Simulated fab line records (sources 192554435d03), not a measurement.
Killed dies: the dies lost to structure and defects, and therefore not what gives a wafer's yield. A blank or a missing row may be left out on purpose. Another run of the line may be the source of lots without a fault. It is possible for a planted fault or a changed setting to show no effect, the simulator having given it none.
Matching of chambers    flow n5_finfet    4 sister chambers for N5_DUMMY_REMOVAL_STRIP_10 on rie_diel-06
The step strips in N2/H2, time 40 s. 14 wafers are shown with their chamber, then 7 later ones without.

== EACH WAFER AND ITS CHAMBER ==
wafer   chamber  showerhead_plenum_p_Torr (Torr)  drypump_motor_current_A (A)  oes_product_au (a.u.)
L231.1  2        3.46                             6.1                          0.67
L231.3  3        3.22                             6.0                          0.73
L231.6  1        3.36                             6.5                          0.79
L233.1  1        3.36                             6.5                          0.78
L233.4  1        3.36                             6.5                          0.79
L233.5  3        3.21                             6.0                          0.73
L239.3  3        3.21                             6.0                          0.71
L239.4  0        3.14                             5.2                          0.79
L239.6  1        3.36                             6.5                          0.77
L242.2  2        3.46                             6.1                          0.98
L242.3  1        3.35                             6.5                          0.76
L242.4  0        3.14                             5.3                          0.78
L244.1  0        3.14                             5.3                          0.78
L244.2  1        3.35                             6.5                          0.76

SIGNATURES, as means of the wafers listed above
reading                   chamber 0  chamber 1  chamber 2  chamber 3  scatter within a chamber
showerhead_plenum_p_Torr  3.1400     3.3567     3.4600     3.2133     0.00447
drypump_motor_current_A   5.267      6.500      6.100      6.000      0.0258
oes_product_au            0.7833     0.7750     0.8250     0.7233     0.0702
Rule: for a wafer and a chamber, the distance is found by dividing, reading by reading, the gap between the wafer's reading and the chamber's mean by the reading's scatter, squaring, summing and taking the root. The wafer belongs to the nearest chamber; if the next one is less than 2 further off, it can't be placed. The scatter is the square root of a quotient: the sum, over the shown wafers, of each reading's squared deviation from its chamber's mean, divided by wafers minus chambers.

== WAFERS WITHOUT THEIR CHAMBER ==
wafer   showerhead_plenum_p_Torr (Torr)  drypump_motor_current_A (A)  oes_product_au (a.u.)
L244.5  3.35                             6.5                          0.77
L251.1  3.45                             6.1                          0.91
L251.2  3.13                             5.3                          0.76
L251.5  3.45                             6.1                          0.91
L252.2  3.20                             6.0                          0.70
L252.5  3.20                             6.0                          0.70
L252.6  3.13                             5.3                          0.75

== WHICH CHAMBER EACH ONE RAN IN ==
wafer   from the rows above  in truth
L244.5  1                    1
L251.1  2                    2
L251.2  0                    0
L251.5  2                    2
L252.2  3                    3
L252.5  3                    3
L252.6  0                    0
Correctly placed: 7 of 7. Can't be placed from these rows: 0. Wrongly placed: 0.
